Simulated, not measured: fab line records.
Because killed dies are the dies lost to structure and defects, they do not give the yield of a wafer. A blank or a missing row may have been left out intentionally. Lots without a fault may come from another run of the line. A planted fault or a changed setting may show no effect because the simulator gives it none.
Which tool did it? + flow n5_finfet + 20 lots (60 wafers sampled), 1 step of a 1938-step route

## WHAT THE GAUGES SHOWED, per wafer
N5_PMOS_HMC_CHANNEL_EPI_THK_MEAS_22. Usual: HMC_CMP_THK gives 53.6 nm (standard deviation 0.83).
| lot  | measured    | on            | HMC_CMP_THK (nm) | flag |
|------|-------------|---------------|------------------|------|
| L074 | day 1 20:14 | film_metro-01 | 52.2 52.8 53.0   |      |
| L075 | day 2 01:47 | film_metro-02 | 53.8 52.6 52.9   |      |
| L076 | day 2 07:25 | film_metro-02 | 54.6 54.0 52.9   |      |
| L077 | day 2 13:34 | film_metro-02 | 52.8 54.2 53.7   |      |
| L078 | day 2 19:29 | film_metro-02 | 53.2 53.5 53.3   |      |
| L079 | day 3 01:29 | film_metro-02 | 53.0 53.5 53.3   |      |
| L080 | day 3 08:52 | film_metro-01 | 53.0 51.8 52.7   |      |
| L082 | day 3 20:11 | film_metro-01 | 53.0 54.5 53.5   |      |
| L083 | day 4 02:02 | film_metro-01 | 54.0 54.6 53.3   |      |
| L084 | day 4 08:54 | film_metro-02 | 54.4 52.8 53.5   |      |
| L085 | day 4 14:20 | film_metro-02 | 55.2 53.1 54.5   |      |
| L086 | day 4 20:05 | film_metro-02 | 54.7 53.5 54.4   |      |
| L087 | day 5 02:55 | film_metro-02 | 54.6 54.9 55.5   |      |
| L088 | day 5 07:39 | film_metro-01 | 53.9 54.3 54.2   |      |
| L090 | day 5 19:41 | film_metro-02 | 54.1 53.3 53.1   |      |
| L092 | day 6 07:34 | film_metro-02 | 53.0 54.3 53.0   |      |
| L093 | day 6 14:29 | film_metro-02 | 52.6 53.9 53.6   |      |
| L094 | day 6 21:25 | film_metro-01 | 52.7 53.4 52.1   |      |
| L096 | day 7 08:17 | film_metro-01 | 53.3 53.2 54.7   |      |
| L097 | day 7 14:11 | film_metro-02 | 53.8 52.7 52.9   |      |

## TOOL THAT RAN EACH LOT (tool first, then ch and the chambers of the sampled wafers, then the start)
The record shows no process step preceding these readings.

## AS READ BY THE TOOLS THEMSELVES (means over the sampled wafers that have a number; for cases with no such wafer, the mark the record gives instead)
The record holds no such reading with a usual standard deviation.

## THE ANSWER, worked out from the rows above alone
Rule: a lot is off if the mean of its wafers that have a number lies more than 3 standard deviations from the usual mean. A lot without any number at a reading at which 4 lots or more have one is off too. All remaining lots with rows at the step are treated as sound. Order of review: gauges by route order, followed by the tools' own readings, for which a lot's mean as printed above is used. The first step at which some lot is off is used, and at that step the reading that is off furthest; a lot without a number counts as furthest.
None of the lots is off at any reading shown; this tells nothing.

## WHAT THE SIMULATOR PUT IN
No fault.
